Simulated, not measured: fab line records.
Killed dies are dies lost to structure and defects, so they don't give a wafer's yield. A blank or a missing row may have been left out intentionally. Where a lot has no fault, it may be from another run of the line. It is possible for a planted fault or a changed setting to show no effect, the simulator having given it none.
What tool caused it? -- flow nandHarc -- 36 wafers sampled from 12 lots at 1 step of a route of 1302

## WHAT THE GAUGES READ, wafer by wafer
NHARC_A_SGD_CUT_THK_MEAS_22: measures by ellipsometry.
lot,measured,on,thkNm (nm)
L077,day 20 07:49,filmMetro-01,147.9 149.4 149.0
L078,day 20 21:40,filmMetro-02,146.9 148.9 148.3
L075,day 22 13:43,filmMetro-02,150.2 150.0 148.6
L082,day 22 23:31,filmMetro-02,149.1 149.2 148.7
L083,day 23 09:07,filmMetro-02,149.4 148.4 149.1
L085,day 24 02:53,filmMetro-02,148.7 150.6 148.4
L087,day 25 04:10,filmMetro-02,146.5 147.9 147.5
L089,day 25 13:34,filmMetro-01,149.0 149.4 149.9
L092,day 26 03:25,filmMetro-02,146.8 146.5 148.8
L093,day 27 04:01,filmMetro-01,146.0 148.6 149.4
L094,day 28 10:49,filmMetro-01,148.1 147.5 149.4
L097,day 29 01:27,filmMetro-01,149.5 146.7 148.2

## WHICH TOOL RAN EACH LOT (tool, then ch and the chambers of the sampled wafers, then the start)
The record shows no process step preceding these readings.

## THE ANSWER, worked out from the rows above alone
Rule: usual is defined by the lots themselves. The widest of any qualifying gaps counts: lots, ordered by their means at a reading, are off when they make up no more than a third of the lots, leave a main group of 4 or more, and stand apart from it by 3 or more times the standard deviation of that group's means. The tables above print the reading to a certain number of digits; a main group whose means all agree to those digits is not used. Also off: a lot with no number at a reading for which 4 or more lots have one. Any other lot the step has rows for is counted as sound.
No lot is off on any of the readings shown, so nothing can be concluded from this.

## WHAT THE SIMULATOR HAD INSERTED
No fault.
